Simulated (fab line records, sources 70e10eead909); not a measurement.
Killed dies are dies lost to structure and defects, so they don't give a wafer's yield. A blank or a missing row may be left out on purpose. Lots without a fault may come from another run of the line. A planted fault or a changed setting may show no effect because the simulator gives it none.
Which tool did it? | flow nand_harc | 12 lots, 36 wafers sampled, at 1 step of a route of 1159

WHAT THE GAUGES READ, wafer by wafer
NHARC_A_BLC_CD_MEAS_19.
lot  | measured     | on        | cd_nm (nm)
L076 | day 17 17:05 | cd_sem-03 | 100.8 98.7 99.5
L074 | day 17 20:27 | cd_sem-01 | 103.4 97.0 99.2
L077 | day 18 16:01 | cd_sem-03 | 98.2 99.5 102.5
L081 | day 19 06:37 | cd_sem-01 | 100.0 99.0 99.7
L084 | day 19 15:43 | cd_sem-02 | 99.1 100.9 100.9
L085 | day 20 04:19 | cd_sem-02 | 100.9 96.0 100.7
L087 | day 20 10:22 | cd_sem-01 | 101.5 99.1 98.4
L088 | day 20 15:58 | cd_sem-01 | 101.0 98.4 98.3
L090 | day 21 14:44 | cd_sem-01 | 102.5 101.4 100.6
L095 | day 22 00:59 | cd_sem-01 | 101.5 100.2 101.7
L094 | day 22 10:18 | cd_sem-03 | 104.0 99.0 101.5
L097 | day 22 21:22 | cd_sem-03 | 101.4 101.7 100.5

WHICH TOOL RAN EACH LOT (tool, then ch and the chambers of the sampled wafers, then the start)
The record holds no process step before these readings.

THE ANSWER, worked out from the rows above alone
Rule: what is usual is taken from the lots themselves. Put in order of their means at a reading, lots are off if they are a third of the lots or fewer, leave a main group of 4 or more, and stand apart from it by a gap of 3 or more times the standard deviation of the main group's means; of several such gaps the widest counts. A main group whose means are all the same, to the digits that the tables above print for the reading, isn't used. A lot without any number at a reading at which 4 lots or more have one is off too. The other lots that the step has rows for count as sound.
No lot is off at any reading shown: from this, nothing can be told.

WHAT THE SIMULATOR HAD PUT IN
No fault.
